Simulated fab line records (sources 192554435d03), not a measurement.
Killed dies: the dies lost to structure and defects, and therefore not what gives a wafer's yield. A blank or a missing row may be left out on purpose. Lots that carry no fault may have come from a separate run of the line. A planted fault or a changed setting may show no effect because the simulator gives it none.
Split-lot experiment	flow n5Finfet	route with 1938 steps; 7 lots, 21 wafers read

## THE SPLIT ITSELF
At N5_BEOL_M0_SAQP_SPACER2_ALD_26 (deposits SiO2, target thk 15 nm, pulse time 1 s, purge time 2 s), the setting targetThkA was moved away from the recipe's 150 angstrom on 5 of the 21 wafers read, by -7.6% to +9.0%. The other wafers ran this setting at the recipe's value.

## FROM THE SPLIT TO THE READING: what the file shows between them, 2 steps
- N5_BEOL_M0_SAQP_SPACER2_ETCHBACK_27: etches SiO2 in CHF3/O2, target depth 22.5 nm, time 11.25 s
- N5_BEOL_M0_SAQP_MANDREL2_REMOVE_110: chemistry HBr/Cl2/O2, target a-Si, stops on SiCN, bt time 10 s

## THE READING
cdNm (nm) at N5_BEOL_M0_SAQP_CD_MEAS_29, where the cd target is 14.4 nm. Fault-free wafers of this fab line usually give 15.02 nm, standard deviation 0.23 nm.

wafer	tool, chamber at the split	targetThkA as run, angstrom	against the recipe	cdNm, nm	against lot-mates on the recipe
L076.1	aldSin-02, 3,2	141.4	-5.7%	14.22	-0.33
L076.5	aldSin-02, 1	150	recipe	14.55	-
L076.6	aldSin-02, 3,2	141.4	-5.7%	13.53	-1.02
L080.4	aldSin-04, 3	163.5	+9.0%	16.24	+1.23
L080.5	aldSin-04, 0,1	150	recipe	15.10	-
L080.6	aldSin-04, 0,1	150	recipe	14.92	-
L082.3	aldSin-03, 0,2,3	150	recipe	15.20	-
L082.4	aldSin-03, 0,2,3	150	recipe	14.89	-
L082.6	aldSin-03, 0,2,3	150	recipe	14.80	-
L083.3	aldSin-02, 1	150	recipe	14.81	-
L083.4	aldSin-02, 2	138.6	-7.6%	13.71	-1.05
L083.5	aldSin-02, 1	150	recipe	14.71	-
L084.1	aldSin-02, 1,0	150	recipe	15.13	-
L084.3	aldSin-02, 0	161.9	+7.9%	16.29	+1.15
L084.6	aldSin-02, 1,0	150	recipe	15.15	-
L085.1	aldSin-02, 2	150	recipe	15.06	-
L085.3	aldSin-02, 3	150	recipe	14.98	-
L085.6	aldSin-02, 2	150	recipe	14.52	-
L096.3	aldSin-04, 3	150	recipe	14.98	-
L096.5	aldSin-04, 3,0	150	recipe	15.24	-
L096.6	aldSin-04, 3,0	150	recipe	15.24	-
Rows listing several chambers each stand for several wafers; the file does not say which wafer went through which chamber.

THE FIT
A straight line over all 21 wafers: cdNm changes by +0.164 nm for each +1% of targetThkA; r = +0.93; the points scatter about the line by 0.24 nm.
The same after taking each lot's own level away (the mean of its wafers on the recipe; 21 wafers): +0.134 nm for each +1%; r = +0.94; scatter 0.18 nm.
That fit puts the effect of the largest move of targetThkA on the reading at 1.2 nm.
The span of the lots' own levels, 14.550 to 15.153 nm, comes to 2.6 times the standard deviation stated above.
Thus the slope moves with the lot-to-lot level: the two fits are different.
Check: +1.22 nm against its lot-mates is what the line predicts for one of the wafers moved furthest among these (+9.0%) when that wafer is left out of the fit. It came out at +1.23 nm against them.

## OTHER SPLITS APPLIED TO THESE WAFERS
Other splits were also applied to these wafers ahead of the reading. Each is held against what the fit with the lots' levels taken away leaves over:
other split on the same wafers	wafers away from the commonest value	r with cdNm (lot level and that fit taken away)
N5_BEOL_M0_SAQP_COAT_105 spinRpm	9	-0.03

## THE WHOLE CHAIN: every reading that the file lists as answering this split, in the file's order
step	what it does	reading	change (the file's fit)	r (the file's)
N5_BEOL_M0_SAQP_SPACER2_ALD_26	deposits SiO2, target thk 15 nm, pulse time 1 s, purge time 2 s	SiO2_of_BEOL_M0_SAQP_SPACER2_ALD_26.thkNm (the simulator's own value, which no gauge read)	+0.158 nm for each +1% of the setting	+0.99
N5_BEOL_M0_SAQP_MANDREL2_REMOVE_110	chemistry HBr/Cl2/O2, target a-Si, stops on SiCN, bt time 10 s	BEOL_M0_SAQP.cdNm (the simulator's own value, which no gauge read)	+0.154 nm for each +1% of the setting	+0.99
N5_BEOL_M0_SAQP_CD_MEAS_29	target cd 14.4 nm	cdNm	+0.137 nm for each +1% of the setting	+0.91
N5_BEOL_M0_ETCH_138	etches SiCN in CH3F/O2, target depth 12 nm, time 31.6 s	SiO2_of_BEOL_M0_SAQP_SPACER2_ALD_26.thkNm (the simulator's own value, which no gauge read)	+0.149 nm for each +1% of the setting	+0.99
N5_BEOL_M0_HM_OPEN_105	chemistry Cl2/BCl3, target TiN, target depth 12 nm	SiO2_of_BEOL_M0_SAQP_SPACER2_ALD_26.thkNm (the simulator's own value, which no gauge read)	+0.131 nm for each +1% of the setting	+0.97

## FILE'S OWN FIT
cdNm changes by +0.137 nm for each +1% of targetThkA, r = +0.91.
